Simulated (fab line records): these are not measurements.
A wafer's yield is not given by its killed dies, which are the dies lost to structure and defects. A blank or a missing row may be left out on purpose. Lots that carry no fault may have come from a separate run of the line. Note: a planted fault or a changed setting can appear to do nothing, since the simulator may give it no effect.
Chamber matching    flow n5-finfet    N5_BEOL_M11_ETCH_65 on rie-diel-04: 4 sister chambers
The step etches SiARC in CF4, target depth 39 nm, time 65 s. 18 wafers are shown with their chamber, then 9 later ones without.

WAFERS, EACH WITH ITS CHAMBER
wafer   chamber  showerhead-plenum-p-Torr (Torr)  drypump-motor-current-A (A)  oes-product-au (a.u.)
L075.3  1        2.14                             6.5                          0.66
L075.4  0        2.11                             5.6                          0.79
L075.6  2        2.20                             6.1                          0.58
L079.3  0        2.11                             5.6                          0.78
L079.4  1        2.14                             6.5                          0.66
L079.6  3        2.21                             5.3                          0.59
L084.1  1        2.13                             6.5                          0.64
L084.3  3        2.21                             5.3                          0.59
L084.4  3        2.21                             5.3                          0.59
L088.2  1        2.13                             6.4                          0.64
L088.3  0        2.10                             5.5                          0.74
L088.5  1        2.13                             6.5                          0.64
L089.2  2        2.20                             6.1                          0.80
L089.4  0        2.10                             5.5                          0.74
L089.6  2        2.20                             6.2                          0.80
L091.2  2        2.20                             6.1                          0.79
L091.4  1        2.13                             6.5                          0.64
L091.6  2        2.20                             6.1                          0.79

SIGNATURES (averages over the wafers above)
reading                   chamber 0  chamber 1  chamber 2  chamber 3  scatter within a chamber
showerhead-plenum-p-Torr  2.1050     2.1333     2.2000     2.2100     0.00408
drypump-motor-current-A   5.550      6.483      6.120      5.300      0.0434
oes-product-au            0.7625     0.6467     0.7520     0.5900     0.0532
Rule: for a wafer and a chamber, the distance is found by dividing, reading by reading, the gap between the wafer's reading and the chamber's mean by the reading's scatter, squaring, summing and taking the root. The wafer belongs to the nearest chamber; if the next one is less than 2 further off, it can't be placed. The scatter: take each reading less its chamber's mean, square it, sum over the shown wafers, divide by the number of wafers less the number of chambers, and take the root.

WAFERS MISSING THEIR CHAMBER
wafer   showerhead-plenum-p-Torr (Torr)  drypump-motor-current-A (A)  oes-product-au (a.u.)
L094.4  2.13                             6.5                          0.62
L094.5  2.19                             6.1                          0.77
L094.6  2.10                             5.5                          0.72
L097.1  2.19                             6.1                          0.75
L097.4  2.19                             6.1                          0.75
L097.5  2.20                             5.3                          0.80
L096.1  2.09                             5.6                          0.72
L096.2  2.19                             6.1                          0.75
L096.3  2.20                             5.3                          0.80

EACH ONE'S CHAMBER
wafer   from the rows above  in truth
L094.4  1                    1
L094.5  2                    2
L094.6  0                    0
L097.1  2                    2
L097.4  2                    2
L097.5  3                    3
L096.1  0                    0
L096.2  2                    2
L096.3  3                    3
Correct placement for 9 of the 9. From these rows, 0 cannot be placed. Wrongly placed: 0.
